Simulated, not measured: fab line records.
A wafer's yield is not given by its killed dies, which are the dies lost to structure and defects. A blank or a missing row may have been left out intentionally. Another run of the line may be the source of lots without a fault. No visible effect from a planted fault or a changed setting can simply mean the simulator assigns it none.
Which tool did it?    flow nand_harc    18 wafers from 6 lots sampled at 4 of the route's 1159 steps

WHAT THE GAUGES READ, wafer by wafer
NHARC_END_SORT_01.
lot   measured      on         killed_at_other
L558  day 23 00:50  prober-02  0 0 1
L568  day 24 15:47  prober-01  0 0 0
L570  day 25 07:33  prober-02  3 2 4

EACH LOT AND THE TOOL THAT RAN IT (in order: tool; ch and the chambers of the sampled wafers; start)
lot   NHARC_P_M2_ETCH_35                  NHARC_P_M2_PRE_CLEAN_30                  NHARC_P_M2_ANNEAL_31
L553  rie_diel-04 ch 0,1,3, day 6 08:28   pvd_sputter-03, day 6 10:08 or earlier   rtp_anneal-02 ch 0, day 6 10:08
L558  rie_diel-04 ch 1,2,3, day 7 11:30   pvd_sputter-02, day 7 13:10 or earlier   rtp_anneal-01 ch 0, day 7 13:10
L561  rie_diel-03 ch 0,2,3, day 8 05:26   pvd_sputter-03, day 8 07:14 or earlier   rtp_anneal-02 ch 0, day 8 07:14
L566  rie_diel-03 ch 0,1, day 9 05:56     pvd_sputter-02, day 9 07:51 or earlier   rtp_anneal-02 ch 0, day 9 07:51
L568  rie_diel-03 ch 0,1,3, day 9 21:46   pvd_sputter-01, day 9 23:28 or earlier   rtp_anneal-02 ch 0, day 9 23:28
L570  rie_diel-03 ch 1,2,3, day 10 13:32  pvd_sputter-03, day 10 15:14 or earlier  rtp_anneal-01 ch 0, day 10 15:14
- NHARC_P_M2_ETCH_35: etches the open film in N2/H2, target depth 40 nm, overetch 12 nm, time 43.94 s.
- NHARC_P_M2_PRE_CLEAN_30: time 30 s.
- NHARC_P_M2_ANNEAL_31: time 90 s.

THE ANSWER, worked out from the rows above alone
Rule: the usual values come from the lots themselves. The widest of any qualifying gaps counts: lots, ordered by their means at a reading, are off when they make up no more than a third of the lots, leave a main group of 4 or more, and stand apart from it by 3 or more times the standard deviation of that group's means. The tables above print the reading to a certain number of digits; a main group whose means all agree to those digits is not used. Also off: a lot with no number at a reading for which 4 or more lots have one. Where the step has rows for the other lots, those lots are counted as sound.
None of the lots is off at any reading shown; this tells nothing.

WHAT HAD BEEN PUT IN BY THE SIMULATOR
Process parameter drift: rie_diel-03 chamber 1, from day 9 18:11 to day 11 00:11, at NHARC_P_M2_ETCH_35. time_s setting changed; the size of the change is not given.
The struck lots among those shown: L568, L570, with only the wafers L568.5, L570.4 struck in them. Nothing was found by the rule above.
